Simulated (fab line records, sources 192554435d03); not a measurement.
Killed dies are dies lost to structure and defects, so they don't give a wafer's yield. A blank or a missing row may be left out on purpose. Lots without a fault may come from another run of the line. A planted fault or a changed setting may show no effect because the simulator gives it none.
fab line records | flow n5_finfet
record lots=10 wafers=29 last_day=18
route steps=1938 shown BEOL_M3@956 BEOL_M4@1111
lots that met no fault: from a run of the same line without faults
start_h: hours from the record's first day to the start of the lot's first wafer shown | wait_h: hours since the lot's step before | " the same as in the row above | L1.1+2: a row that stands for several wafers | - no value, or no start given | * or withheld: withheld | < > ~ a bound
route shown NAME@n: a module of which the file shows steps, and the number in the route of the first | usual: mean/standard deviation of fault-free wafers | same: alike in all rows | chamber/n: place in a boat | sites: the reading at each site | _std_site: their standard deviation | _edge_site: outer sites' mean less inner sites' | radius_mm: how far each site lies from the wafer's centre | mask NAME#n: copy n | behind: the tool/chamber that last shaped the wafer | hold: why the lot was held/for how many hours/how that ended | device: the transistor (n, p or np) that didn't switch | end of line: the same wafers' tests at the end of the route | a step without rows: its recipe alone | killed: dies lost to structure and defects at the first sort, not the wafer's yield | map: a wafer's dies, x killed, . not, _ none there
set.NAME: the setting as run; set.NAME@STEP: as run at that earlier step | model.NAME: the simulator's own value behind a step, which no gauge read
steps of the route over a sample of lots; a table a step, a row a wafer
services: from which hour (start_h, from the record's first day; less than 0 if before it) a tool's chamber was out of use, for how many hours, and why
## steps
# step N5_BEOL_M3_CD_MEAS_18
# recipe pitch_nm=36 target_cd_nm=18
# usual cd_nm=18.2/0.37
# columns lot.wafer tool chamber start_h wait_h cd_nm
L629.3 cd_sem-02 - 155.94 0.1 18.1
L629.4 " - " " 18.9
L629.5 " - " " 18.4
L631.2 cd_sem-01 - 172.68 0.1 17.7
L631.4 " - " " 17.7
L631.5 " - " " 18.1
L635.2 cd_sem-01 - 189.08 0.1 18.1
L635.5 " - " " 18.8
L635.6 " - " " 18.5
L643.1 cd_sem-02 - 227.78 0.0 18.1
L643.2 " - " " 18.0
L643.3 " - " " 18.0
L642.2 cd_sem-02 - 227.95 0.1 17.4
L642.4 " - " " 18.0
L642.5 " - " " 18.2
L645.2 cd_sem-03 - 240.68 0.1 17.5
L645.3 " - " " 17.5
L645.6 " - " " 18.4
L646.1 cd_sem-02 - 251.72 0.0 18.5
L646.3 " - " " 18.0
L646.6 " - " " 18.0
L648.2 cd_sem-02 - 266.05 0.1 18.7
L648.3 " - " " 18.1
L649.1 cd_sem-02 - 293.03 0.0 17.8
L649.4 " - " " 18.2
L649.5 " - " " 18.4
L650.1 cd_sem-02 - 298.40 0.0 18.3
L650.3 " - " " 17.9
L650.5 " - " " 18.6
# step N5_BEOL_M3_INSPECT_30
# recipe mode=adi inspect_instrument=brightfield
# usual raw_defect_count=415/84
# columns lot.wafer tool chamber start_h wait_h raw_defect_count
L629.3 defect_inspect-01 - 156.35 0.0 319
L629.4 " - " " 293
L629.5 " - " " 352
L631.2 defect_inspect-02 - 173.11 0.0 323
L631.4 " - " " 429
L631.5 " - " " 391
L635.2 defect_inspect-01 - 189.48 0.0 636
L635.5 " - " " 551
L635.6 " - " " 565
L643.1 defect_inspect-02 - 228.32 0.1 449
L643.2 " - " " 597
L643.3 " - " " 567
L642.2 defect_inspect-02 - 228.50 0.0 414
L642.4 " - " " 316
L642.5 " - " " 354
L645.2 defect_inspect-01 - 241.22 0.0 425
L645.3 " - " " 372
L645.6 " - " " 389
L646.1 defect_inspect-02 - 252.25 0.1 368
L646.3 " - " " 453
L646.6 " - " " 392
L648.2 defect_inspect-01 - 266.45 0.0 552
L648.3 " - " " 217
L649.1 defect_inspect-01 - 293.56 0.1 394
L649.4 " - " " 290
L649.5 " - " " 319
L650.1 defect_inspect-01 - 298.94 0.1 453
L650.3 " - " " 393
L650.5 " - " " 386
# step N5_BEOL_M3_ETCH_77
# recipe chemistry=N2/H2 target=underlayer target_depth_a=65 mask_material=CAR-EUV time_s=5.2 ion_energy_ev=200 pressure_mtorr=30 source_w=840 bias_w=150 n2_flow_sccm=200 h2_flow_sccm=200 ends=cleared
# usual drypump_motor_current_A=5.6/0.39 etch_rf_on_time_s=5.26/0.19 h2_flow_sccm=200.0/0.57 oes_product_au=0.66/0.074 rf_vpp_V=524.4/2.1 showerhead_plenum_p_Torr=2.56/0.066 throttle_valve_pct=17.9/0.32
# columns lot.wafer tool chamber start_h wait_h drypump_motor_current_A etch_rf_on_time_s h2_flow_sccm oes_product_au rf_hours_counter_h rf_vpp_V showerhead_plenum_p_Torr throttle_valve_pct
L629.3 rie_diel-02 2 156.42 0.0 5.4 5.35 200.2 0.62 155 527.2 2.63 17.6
L629.4 " 0 " " 5.5 5.31 199.8 0.69 93 523.4 2.47 17.9
L629.5 " 1 " " 6.5 5.11 199.2 0.64 - 523.5 2.52 17.9
L631.2 rie_diel-04 3 173.17 0.0 5.2 5.16 200.5 0.60 198 527.8 2.65 18.1
L631.4 " 2 " " 5.6 5.15 200.0 0.70 79 528.4 2.68 17.7
L631.5 " 2 " " 5.6 5.09 200.2 0.70 - 527.7 2.68 17.7
L635.2 rie_diel-02 2 189.55 0.0 5.3 5.37 198.7 0.62 164 528.4 2.63 17.6
L635.5 " 2 " " 5.4 5.37 199.6 0.63 - 527.8 2.63 17.6
L635.6 " 1 " " 6.5 5.22 180.1 0.62 - 523.7 2.45 17.3
L643.1 rie_diel-04 2 228.46 0.0 5.6 5.08 199.2 0.70 94 525.9 2.68 17.7
L643.2 " 3 " " 5.2 5.16 200.2 0.59 212 527.7 2.64 18.1
L643.3 " 0 " " 6.1 5.78 199.3 0.57 228 527.1 2.63 18.2
L642.2 rie_diel-03 2 228.89 0.0 5.6 5.27 200.1 0.70 90 523.5 2.54 17.4
L642.4 " 3 " " 6.0 5.30 199.8 0.66 158 524.0 2.54 18.0
L642.5 " 3 " " 6.0 5.30 199.5 0.65 - 522.8 2.54 18.0
L645.2 rie_diel-03 2 241.28 0.0 5.7 5.21 199.9 0.70 95 526.6 2.54 17.4
L645.3 " 1 " " 4.9 5.07 199.7 0.77 31 525.3 2.49 17.9
L645.6 " 3 " " 6.0 5.21 200.2 0.65 - 522.8 2.54 18.0
L646.1 rie_diel-03 1 252.32 0.0 4.9 5.20 199.1 0.76 35 521.6 2.49 17.9
L646.3 " 3 " " 6.0 5.31 200.5 0.64 166 524.0 2.54 18.0
L646.6 " 0 " " 5.6 5.13 200.4 0.77 - 521.8 2.49 17.5
L648.2 rie_diel-03 2 266.52 0.0 5.6 5.25 200.8 0.69 102 524.1 2.54 17.5
L648.3 " 0 " " 5.6 5.18 199.2 0.74 33 521.6 2.49 17.5
L649.1 rie_diel-04 3 293.63 0.0 5.2 5.17 199.8 0.57 232 525.9 2.63 18.1
L649.4 " 1 " " 5.7 5.47 199.3 0.56 239 523.1 2.53 18.5
L649.5 " 3 " " 5.2 5.17 199.9 0.58 - 523.2 2.63 18.1
L650.1 rie_diel-04 1 299.01 0.0 5.8 5.48 200.6 0.56 241 523.4 2.53 18.5
L650.3 " 3 " " 5.2 5.18 199.9 0.58 234 529.0 2.63 18.2
L650.5 " 1 " " 5.8 5.42 199.9 0.56 - 523.8 2.53 18.5
# step N5_BEOL_M3_ALD_98
# recipe material=SiO2 target_thk_a=25 temp_c=100 ald_precursor_family=BDEAS ald_co_reactant=O2-plasma pulse_time_s=1 co_reactant_pulse_time_s=1 purge_time_s=2 co_reactant_purge_time_s=2 ald_cycles=17 pressure_torr=2
# usual heater_power_w=79/9.7 precursor_pulse_height_rel=0.999/0.02
# columns lot.wafer tool chamber start_h wait_h heater_power_w precursor_pulse_height_rel
L629.3 ald_sin-03 1 156.51 0.1 84 0.994
L629.4 " 3 " " 71 1.014
L629.5 " 0 " " 85 0.993
L631.2 ald_sin-03 2 173.28 0.1 79 1.000
L631.4 " 2 " " 82 0.977
L631.5 " 0 " " 87 1.014
L635.2 ald_sin-04 3 189.65 0.1 67 1.005
L635.5 " 3 " " 68 1.002
L635.6 " 0 " " 65 0.949
L643.1 ald_sin-04 2 228.56 0.1 70 1.014
L643.2 " 0 " " 65 0.997
L643.3 " 3 " " 67 1.002
L642.2 ald_sin-03 1 228.99 0.1 83 0.990
L642.4 " 3 " " 72 0.983
L642.5 " 0 " " 89 0.993
L645.2 ald_sin-03 3 241.44 0.1 72 1.028
L645.3 " 0 " " 86 0.991
L645.6 " 0 " " 85 1.011
L646.1 ald_sin-03 2 252.84 0.5 79 0.958
L646.3 " 1 " " 85 1.022
L646.6 " 1 " " 86 1.039
L648.2 ald_sin-02 2 266.62 0.1 87 1.020
L648.3 " 3 " " 91 0.964
L649.1 ald_sin-02 1 293.73 0.1 80 0.961
L649.4 " 0 " " 100 1.028
L649.5 " 1 " " 77 0.991
L650.1 ald_sin-02 1 299.34 0.3 78 1.006
L650.3 " 2 " " 86 1.009
L650.5 " 0 " " 96 1.028
# step N5_BEOL_M4_RC_MEAS_101
# usual DIBL_N=36.7/2.6 DIBL_P=36.9/2.8 IOFF_N=0.17/0.043 IOFF_P=0.22/0.05 ION_N=678/15 ION_P=465/9.2 SS_N=71.6/0.79 SS_P=73.5/0.82 VT_N=250/3.9 VT_P=-250/3.7
# columns lot.wafer tool chamber start_h wait_h DIBL_N[mV/V] DIBL_P[mV/V] IOFF_N[nA/um] IOFF_P[nA/um] ION_N[uA/um] ION_P[uA/um] SS_N[mV/dec] SS_P[mV/dec] VT_N[mV] VT_P[mV]
L629.3 prober-01 0 176.98 0.3 34.5 35.8 0.14 0.18 677 468 71.0 73.3 251 -254
L629.4 " 0 " " 37.9 39.5 0.19 0.24 684 463 72.8 74.0 251 -250
L629.5 " 0 " " 41.6 44.6 0.29 0.33 692 466 73.9 74.8 246 -247
L631.2 prober-02 0 191.70 0.2 36.1 37.0 0.16 0.18 697 466 71.5 73.2 248 -254
L631.4 " 0 " " 35.9 36.4 0.14 0.17 662 446 71.6 73.2 254 -255
L631.5 " 0 " " 37.1 37.0 0.16 0.17 690 459 71.8 74.1 251 -257
L635.2 prober-02 0 213.98 0.2 40.7 42.5 0.22 0.39 687 480 72.5 75.2 247 -240
L635.5 " 0 " " 37.1 37.4 0.15 0.27 668 469 71.8 72.9 250 -244
L635.6 " 0 " " 39.8 41.1 0.23 0.36 697 484 72.0 74.4 241 -241
L643.1 prober-02 0 252.17 0.6 40.0 40.0 0.21 0.25 665 456 72.7 74.7 254 -250
L643.2 " 0 " " 32.8 32.0 0.09 0.13 659 453 70.2 72.6 257 -260
L643.3 " 0 " " 35.8 36.8 0.13 0.19 650 446 70.3 74.1 255 -254
L642.2 prober-02 0 263.20 0.2 38.2 39.6 0.21 0.23 692 465 71.5 74.5 245 -251
L642.4 " 0 " " 36.6 37.8 0.16 0.18 691 458 71.5 72.9 250 -254
L642.5 " 0 " " 34.1 35.4 0.14 0.17 674 464 70.1 72.3 248 -256
L645.2 prober-02 0 269.78 0.2 37.8 37.5 0.18 0.23 678 461 71.8 73.5 248 -250
L645.3 " 0 " " 35.0 35.2 0.13 0.20 669 467 71.2 72.2 251 -251
L645.6 " 0 " " 33.4 32.9 0.12 0.16 667 460 70.8 73.3 253 -252
L646.1 prober-01 0 272.71 0.0 37.1 36.6 0.16 0.21 675 466 72.0 73.8 248 -248
L646.3 " 0 " " 35.9 35.2 0.14 0.18 684 466 71.7 72.9 250 -252
L646.6 " 0 " " 36.6 35.2 0.15 0.19 666 456 72.3 73.9 252 -251
L648.2 prober-02 0 300.57 0.2 33.9 34.0 0.12 0.17 663 449 71.5 72.6 252 -251
L648.3 " 0 " " 32.4 32.2 0.11 0.16 675 465 70.7 71.9 252 -254
L649.1 prober-02 0 312.69 0.0 38.8 37.9 0.20 0.24 690 475 71.3 74.6 244 -248
L649.4 " 0 " " 36.5 35.2 0.15 0.21 664 454 70.6 73.6 251 -248
L649.5 " 0 " " 39.8 39.3 0.24 0.28 703 470 71.8 74.4 244 -248
L650.1 prober-01 0 334.76 0.0 36.3 36.2 0.13 0.19 660 460 71.8 73.1 254 -255
L650.3 " 0 " " 38.8 39.3 0.18 0.23 690 476 71.4 73.8 248 -250
L650.5 " 0 " " 40.2 40.5 0.20 0.26 685 469 72.3 73.9 248 -250
## services
# columns tool chamber start_h hours kind
rie_diel-03 0 137.79 - clean
rie_diel-03 0 137.79 - consumable_replace:focus_ring
rie_diel-03 0 137.79 18.6 scheduled_down
rie_diel-03 0 137.79 18.6 vent_cycle
ald_sin-03 3 143.82 2.7 repair
ald_sin-02 - 176.78 14.0 pm
ald_sin-02 0 176.78 14.0 vent_cycle
ald_sin-02 1 176.78 14.0 vent_cycle
ald_sin-02 2 176.78 14.0 vent_cycle
ald_sin-02 3 176.78 14.0 vent_cycle
ald_sin-04 3 178.63 5.6 repair
ald_sin-02 0 190.78 - clean
ald_sin-02 1 190.78 - clean
ald_sin-02 2 190.78 - clean
ald_sin-02 3 190.78 - clean
rie_diel-04 3 200.03 2.9 repair
rie_diel-03 2 218.45 2.0 repair
ald_sin-04 3 246.41 14.7 repair
ald_sin-03 0 247.86 8.6 repair
ald_sin-04 - 250.47 2.8 pm
rie_diel-02 3 250.70 - clean
rie_diel-02 3 250.70 - consumable_replace:focus_ring
rie_diel-02 3 250.70 20.8 scheduled_down
ald_sin-02 - 265.16 0.8 repair
## key
first_sign step=N5_BEOL_M3_ETCH_77 reading=h2_flow_sccm direction=down sigmas=35 usual=200.0 struck=180.1
effect none on later readings
met_at N5_BEOL_M3_ETCH_77
struck_lots L635
struck_wafers L635.6
baseline_loss step=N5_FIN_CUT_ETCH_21 wafers=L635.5
not_acting_at N5_BEOL_M3_CD_MEAS_18,N5_BEOL_M3_INSPECT_30,N5_BEOL_M3_ALD_98
onset_between 156.42 189.55
fault kind=process_parameter_drift tool=rie_diel-02 chamber=1 onset_h=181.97 steps=N5_BEOL_M3_ETCH_77 channel=h2_flow_sccm offset=-20 shape=step end_h=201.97 acts_in=these_recipes_only stated=200
# baseline_loss: these wafers lose ten dies or more at that step, a loss of the line's own and not of a fault; the sort's usual values leave them out
